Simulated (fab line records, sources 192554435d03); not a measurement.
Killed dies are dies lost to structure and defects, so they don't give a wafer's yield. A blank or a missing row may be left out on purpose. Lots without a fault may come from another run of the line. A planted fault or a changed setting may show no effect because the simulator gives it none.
Which tool did it? | flow n5_finfet | 10 lots, 27 wafers sampled, at 4 steps of a route of 1938

WHAT THE GAUGES READ, wafer by wafer
N5_BEOL_M4_RC_MEAS_101.
lot  | measured     | on        | IOFF_P_LONG (nA/um)
L950 | day 7 14:05  | prober-01 | 0.000106 0.000106 0.000106
L951 | day 8 04:02  | prober-02 | 0.00011 0.000111 0.000112
L954 | day 8 20:59  | prober-01 | 9.9e-05 9.5e-05 9.7e-05
L956 | day 9 11:49  | prober-01 | 0.000191 0.000189
L957 | day 10 10:01 | prober-02 | 0.000168
L961 | day 10 17:22 | prober-02 | 0.000103 0.000106 0.000107
L966 | day 12 05:11 | prober-02 | 0.000106 0.000111 0.000109
L968 | day 12 16:58 | prober-01 | 0.000105 0.000105 0.000105
L970 | day 12 22:19 | prober-02 | 0.00011 0.000108 0.000106
L972 | day 13 14:47 | prober-02 | 0.000105 0.000104 0.000106

WHICH TOOL RAN EACH LOT (tool, then ch and the chambers of the sampled wafers, then the start)
lot  | N5_HKMG_FIN_ALD_74              | N5_BEOL_M4_ANNEAL_80         | N5_BEOL_M4_ANNEAL_89
L950 | ald_hk-01 ch 0,2,3, day 3 21:03 | pvd_sputter-02, day 7 11:13  | pvd_sputter-02, day 7 11:52
L951 | ald_hk-01 ch 0,1, day 4 06:16   | pvd_sputter-02, day 8 01:02  | pvd_sputter-02, day 8 01:42
L954 | ald_hk-01 ch 0,1,3, day 5 00:32 | pvd_sputter-02, day 8 18:26  | pvd_sputter-02, day 8 19:05
L956 | ald_hk-01 ch 1,2, day 5 12:59   | pvd_sputter-02, day 9 09:05  | pvd_sputter-02, day 9 09:44
L957 | ald_hk-01 ch 2, day 5 17:52     | pvd_sputter-02, day 10 06:45 | pvd_sputter-02, day 10 07:25
L961 | ald_hk-03 ch 0,1, day 7 00:00   | pvd_sputter-02, day 10 14:39 | pvd_sputter-02, day 10 15:19
L966 | ald_hk-02 ch 0,1,2, day 8 08:51 | pvd_sputter-03, day 12 02:26 | pvd_sputter-03, day 12 03:06
L968 | ald_hk-02 ch 0,1,2, day 8 21:24 | pvd_sputter-03, day 12 14:21 | pvd_sputter-03, day 12 15:01
L970 | ald_hk-01 ch 2,3, day 9 05:01   | pvd_sputter-02, day 12 19:37 | pvd_sputter-02, day 12 20:16
L972 | ald_hk-01 ch 0,1,3, day 9 17:41 | pvd_sputter-03, day 13 12:14 | pvd_sputter-03, day 13 12:53
- N5_HKMG_FIN_ALD_74: deposits La2O3, target thk 0.5 nm, pulse time 6 s, co reactant pulse time 1 s.
- N5_BEOL_M4_ANNEAL_80: time 240 s.
- N5_BEOL_M4_ANNEAL_89: time 240 s.

THE ANSWER, worked out from the rows above alone
Rule: what is usual is taken from the lots themselves. Put in order of their means at a reading, lots are off if they are a third of the lots or fewer, leave a main group of 4 or more, and stand apart from it by a gap of 3 or more times the standard deviation of the main group's means; of several such gaps the widest counts. A main group whose means are all the same, to the digits that the tables above print for the reading, isn't used. A lot without any number at a reading at which 4 lots or more have one is off too. The other lots that the step has rows for count as sound.
Off: L956, L957, at N5_BEOL_M4_RC_MEAS_101 (IOFF_P_LONG). The main group: mean 0.000106 nA/um, standard deviation 3.9e-06.
A tool fits if, at a process step before that reading, it ran every lot that is off, and no sound lot after the first of them. The gauges at N5_BEOL_M4_RC_MEAS_101 are tried like those tools. None of those tried fits.

WHAT THE SIMULATOR HAD PUT IN
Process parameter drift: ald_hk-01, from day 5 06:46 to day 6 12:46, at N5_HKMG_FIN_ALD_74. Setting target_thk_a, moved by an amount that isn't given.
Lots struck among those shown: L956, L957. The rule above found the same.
